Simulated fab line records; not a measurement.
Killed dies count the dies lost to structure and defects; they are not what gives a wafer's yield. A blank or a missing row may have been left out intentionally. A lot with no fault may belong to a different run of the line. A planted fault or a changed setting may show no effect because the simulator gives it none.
The tool behind it: which one? | flow n5-finfet | 9 lots, 26 wafers sampled, at 6 steps of a route of 1938

## WHAT EACH GAUGE READ, for each wafer
N5_HKMG_FIN_INSPECT_28: inspects for defects (darkfield). Usual: 48 for raw-defect-count, sd 19.
lot  | measured    | on                | raw-defect-count | flag
L247 | day 4 14:33 | defect-inspect-01 | 37 57            |
L248 | day 4 18:11 | defect-inspect-01 | 42 32 45         |
L249 | day 5 03:01 | defect-inspect-01 | 48 44 35         |
L250 | day 5 09:38 | defect-inspect-02 | 63 29 39         |
L257 | day 7 03:10 | defect-inspect-01 | 52 53 28         |
L260 | day 7 19:15 | defect-inspect-01 | 61 55 43         |
L266 | day 9 06:22 | defect-inspect-02 | 30 35 39         |
L267 | day 9 12:32 | defect-inspect-01 | 15 26 45         |
L268 | day 9 20:10 | defect-inspect-01 | 32 43 30         |

N5_BEOL_M4_RC_MEAS_101. Usual: DIBL_N 36.0 mV/V, standard deviation 2.2; DIBL_P 35.9 mV/V, standard deviation 2.6; IOFF_N 0.16 nA/um, standard deviation 0.038; IOFF_P 0.21 nA/um, standard deviation 0.042; ION_N 675 uA/um, standard deviation 15; ION_P 463 uA/um, standard deviation 10; SS_N 71.5 mV/dec, standard deviation 0.62; SS_P 73.2 mV/dec, standard deviation 0.76; VT_N 250 mV, standard deviation 4.1; VT_P -251 mV, standard deviation 3.6.
lot  | measured     | on        | DIBL_N (mV/V)  | DIBL_P (mV/V)  | IOFF_N (nA/um) | IOFF_P (nA/um) | ION_N (uA/um) | ION_P (uA/um) | SS_N (mV/dec)  | SS_P (mV/dec)  | VT_N (mV)   | VT_P (mV)      | flag
L247 | day 8 00:44  | prober-01 | 37.3 35.4      | 37.3 35.0      | 0.17 0.14      | 0.21 0.19      | 674 667       | 461 454       | 71.5 71.6      | 73.2 72.4      | 251 251     | -254 -253      |
L248 | day 8 00:55  | prober-02 | 36.3 35.1 32.8 | 37.2 36.8 34.1 | 0.17 0.15 0.12 | 0.21 0.19 0.16 | 675 662 672   | 458 454 463   | 72.3 71.6 70.7 | 73.5 73.3 72.1 | 249 251 253 | -252 -252 -255 |
L249 | day 9 02:25  | prober-02 | 33.3 36.6 34.8 | 33.6 37.5 34.4 | 0.12 0.17 0.14 | 0.15 0.20 0.15 | 657 680 656   | 446 458 444   | 70.9 72.6 71.8 | 73.0 73.8 73.3 | 253 247 251 | -255 -251 -255 |
L250 | day 9 00:44  | prober-01 | 32.4 32.1 34.7 | 31.1 31.3 33.8 | 0.10 0.10 0.13 | 0.14 0.14 0.18 | 662 648 674   | 457 454 465   | 71.0 70.5 71.4 | 72.7 72.4 74.1 | 259 260 255 | -258 -257 -251 |
L257 | day 10 14:30 | prober-01 | 38.5 32.9 37.7 | 36.9 30.5 36.0 | 0.16 0.09 0.16 | 0.26 0.17 0.25 | 684 639 674   | 475 447 474   | 71.2 70.3 71.4 | 73.7 72.9 73.6 | 248 257 248 | -247 -250 -245 |
L260 | day 11 07:28 | prober-02 | 36.8 37.0 36.8 | 35.6 36.6 36.4 | 0.16 0.16 0.16 | 0.23 0.25 0.24 | 677 671 685   | 467 471 473   | 70.6 71.9 71.2 | 73.3 73.8 72.4 | 249 247 250 | -247 -248 -253 |
L266 | day 13 05:34 | prober-02 | 38.0 34.9 34.1 | 39.0 35.5 34.3 | 0.20 0.15 0.13 | 0.25 0.19 0.18 | 685 689 664   | 465 469 458   | 72.1 71.6 71.3 | 74.5 73.0 73.1 | 248 250 253 | -251 -250 -254 |
L267 | day 13 02:10 | prober-02 | 35.9 32.9 33.8 | 36.9 32.5 31.9 | 0.17 0.12 0.12 | 0.28 0.19 0.18 | 684 663 656   | 476 462 454   | 71.5 70.3 70.8 | 74.2 72.6 72.2 | 249 255 252 | -243 -249 -251 |
L268 | day 13 18:15 | prober-01 | 37.4 33.0 37.6 | 40.0 33.5 40.5 | 0.21 0.14 0.22 | 0.26 0.17 0.25 | 678 679 692   | 458 467 470   | 71.8 71.5 72.9 | 74.5 72.5 74.6 | 242 249 244 | -250 -254 -249 |

## WHAT TOOL EACH LOT RAN ON (gives the tool, then ch and the chambers of the sampled wafers, and finally the start)
lot  | N5_HKMG_FIN_ETCH_67               | N5_HKMG_FIN_W_FILL_22        | N5_GATE_CUT_PECVD_57           | N5_GATE_CUT_CMP_02
L247 | rie-diel-01 ch 0,2, day 4 12:34   | cvd-w-02 ch 0,1, day 4 13:43 | pecvd-01 ch 1,2, day 4 17:35   | cmp-01 ch 0,3, day 4 17:41
L248 | rie-diel-06 ch 0,1, day 4 16:11   | cvd-w-01 ch 0,1, day 4 17:23 | pecvd-01 ch 0,1,2, day 4 21:02 | cmp-02 ch 2,3, day 4 21:06
L249 | rie-diel-04 ch 1,2, day 5 00:54   | cvd-w-01 ch 0,1, day 5 02:12 | pecvd-01 ch 0,1, day 5 06:01   | cmp-01 ch 0,2,3, day 5 06:05
L250 | rie-diel-06 ch 0,3, day 5 07:38   | cvd-w-01 ch 0,1, day 5 08:49 | pecvd-03 ch 0,2, day 5 12:57   | cmp-03 ch 0,3, day 5 13:04
L257 | rie-diel-06 ch 0,2, day 7 01:11   | cvd-w-01 ch 1, day 7 02:20   | pecvd-03 ch 0,1, day 7 06:09   | cmp-02 ch 0,3, day 7 06:13
L260 | rie-diel-04 ch 1,2,3, day 7 17:16 | cvd-w-01 ch 1, day 7 18:26   | pecvd-03 ch 0,2, day 7 22:05   | cmp-02 ch 1,2,3, day 7 22:10
L266 | rie-diel-06 ch 2,3, day 9 04:22   | cvd-w-02 ch 0,1, day 9 05:32 | pecvd-02 ch 1,2, day 9 09:22   | cmp-02 ch 0,2,3, day 9 09:26
L267 | rie-diel-01 ch 0,1, day 9 10:32   | cvd-w-02 ch 0,1, day 9 11:43 | pecvd-02 ch 0,1, day 9 15:24   | cmp-01 ch 2,3, day 9 15:29
L268 | rie-diel-06 ch 0,2,3, day 9 18:10 | cvd-w-02 ch 0,1, day 9 19:21 | pecvd-02 ch 0,1, day 9 23:01   | cmp-02 ch 0,2,3, day 9 23:06
- N5_HKMG_FIN_ETCH_67: etches SOC in N2/H2, stops on TiN, target depth 388.9 nm.
- N5_HKMG_FIN_W_FILL_22: material W, target thk 60 nm, time 18.2 s.
- N5_GATE_CUT_PECVD_57: deposits SiNx from SiH4/NH3/N2, target thk 21 nm.
- N5_GATE_CUT_CMP_02: polishes, stops on SiO2, t overpolish 12.7 s, target thk 0 nm.

## WHAT THE TOOLS THEMSELVES READ (means of the sampled wafers that have a number; where no wafer has one, the mark that the record gives instead)
N5_HKMG_FIN_ETCH_67. Usual: drypump-motor-current-A 5.7 A, standard deviation 0.32; oes-product-au 0.79 a.u., standard deviation 0.077; rf-vpp-V 240.9 V, standard deviation 1.2; showerhead-plenum-p-Torr 2.56 Torr, standard deviation 0.071; throttle-valve-pct 17.77 %, standard deviation 0.24.
lot  | tool        | drypump-motor-current-A (A) | oes-product-au (a.u.) | rf-vpp-V (V) | showerhead-plenum-p-Torr (Torr) | throttle-valve-pct (%) | flag
L247 | rie-diel-01 | 5.4                         | 0.81                  | 240.5        | 2.53                            | 18.03                  |
L248 | rie-diel-06 | 5.8                         | 0.75                  | 241.3        | 2.58                            | 17.83                  |
L249 | rie-diel-04 | 5.5                         | 0.72                  | 240.9        | 2.61                            | 17.57                  |
L250 | rie-diel-06 | 5.9                         | 0.85                  | 240.7        | 2.55                            | 17.58                  |
L257 | rie-diel-06 | 5.6                         | 0.83                  | 240.6        | 2.53                            | 17.72                  |
L260 | rie-diel-04 | 5.7                         | 0.73                  | 240.5        | 2.53                            | 17.58                  |
L266 | rie-diel-06 | 5.9                         | 0.81                  | 240.4        | 2.56                            | 17.69                  |
L267 | rie-diel-01 | 5.3                         | 0.80                  | 240.7        | 2.63                            | 18.05                  |
L268 | rie-diel-06 | 5.8                         | 0.80                  | 240.8        | 2.53                            | 17.73                  |

N5_HKMG_FIN_W_FILL_22. Usual: heater-power-w 934 W, standard deviation 34; throttle-valve-pct 19.6 %, standard deviation 0.6.
lot  | tool     | heater-power-w (W) | throttle-valve-pct (%) | flag
L247 | cvd-w-02 | 941                | 19.5                   |
L248 | cvd-w-01 | 912                | 19.3                   |
L249 | cvd-w-01 | 927                | 19.1                   |
L250 | cvd-w-01 | 905                | 19.8                   |
L257 | cvd-w-01 | 929                | 18.8                   |
L260 | cvd-w-01 | 932                | 18.8                   |
L266 | cvd-w-02 | 950                | 19.4                   |
L267 | cvd-w-02 | 958                | 19.4                   |
L268 | cvd-w-02 | 951                | 19.8                   |

N5_GATE_CUT_PECVD_57. Usual: heater-power-w 814 W, standard deviation 99; showerhead-plenum-p-Torr 5.14 Torr, standard deviation 0.1; showerhead-vpp-V 1079 V, standard deviation 71; throttle-valve-pct 39.4 %, standard deviation 2.2.
lot  | tool     | heater-power-w (W) | showerhead-plenum-p-Torr (Torr) | showerhead-vpp-V (V) | throttle-valve-pct (%) | flag
L247 | pecvd-01 | 852                | 4.98                            | 1063                 | 37.2                   |
L248 | pecvd-01 | 889                | 5.08                            | 1105                 | 38.0                   |
L249 | pecvd-01 | 848                | 5.19                            | 1153                 | 39.2                   |
L250 | pecvd-03 | 706                | 5.19                            | 1169                 | 36.6                   |
L257 | pecvd-03 | 851                | 5.23                            | 1180                 | 38.0                   |
L260 | pecvd-03 | 781                | 5.20                            | 1163                 | 36.8                   |
L266 | pecvd-02 | 735                | 5.12                            | 1013                 | 41.2                   |
L267 | pecvd-02 | 753                | 5.14                            | 1004                 | 42.0                   |
L268 | pecvd-02 | 804                | 5.14                            | 1001                 | 41.9                   |

N5_GATE_CUT_CMP_02. Usual: motor-current-A 9.3 A, standard deviation 0.67; time-to-endpoint-s 26 s, standard deviation 3.5.
lot  | tool   | motor-current-A (A) | time-to-endpoint-s (s) | flag
L247 | cmp-01 | 8.5                 | 26                     |
L248 | cmp-02 | 9.7                 | 31                     |
L249 | cmp-01 | 9.1                 | 23                     |
L250 | cmp-03 | 10.1                | 28                     |
L257 | cmp-02 | 9.7                 | 25                     |
L260 | cmp-02 | 9.5                 | 31                     |
L266 | cmp-02 | 10.1                | 27                     |
L267 | cmp-01 | 9.2                 | 25                     |
L268 | cmp-02 | 9.7                 | 29                     |

## THE ANSWER, worked out from the rows above alone
Rule: a lot is off if the mean of its wafers that have a number lies more than 3 standard deviations from the usual mean. Also off: a lot with no number at a reading for which 4 or more lots have one. Where the step has rows for the other lots, those lots are counted as sound. First the gauges in route order, then the tools' own readings, where a lot's mean is used as printed above. The first step at which some lot is off is used, and at that step the reading that is off furthest; a lot without a number counts as furthest.
No lot is off at any reading shown: from this, nothing can be told.

## WHAT THE SIMULATOR HAD INSERTED
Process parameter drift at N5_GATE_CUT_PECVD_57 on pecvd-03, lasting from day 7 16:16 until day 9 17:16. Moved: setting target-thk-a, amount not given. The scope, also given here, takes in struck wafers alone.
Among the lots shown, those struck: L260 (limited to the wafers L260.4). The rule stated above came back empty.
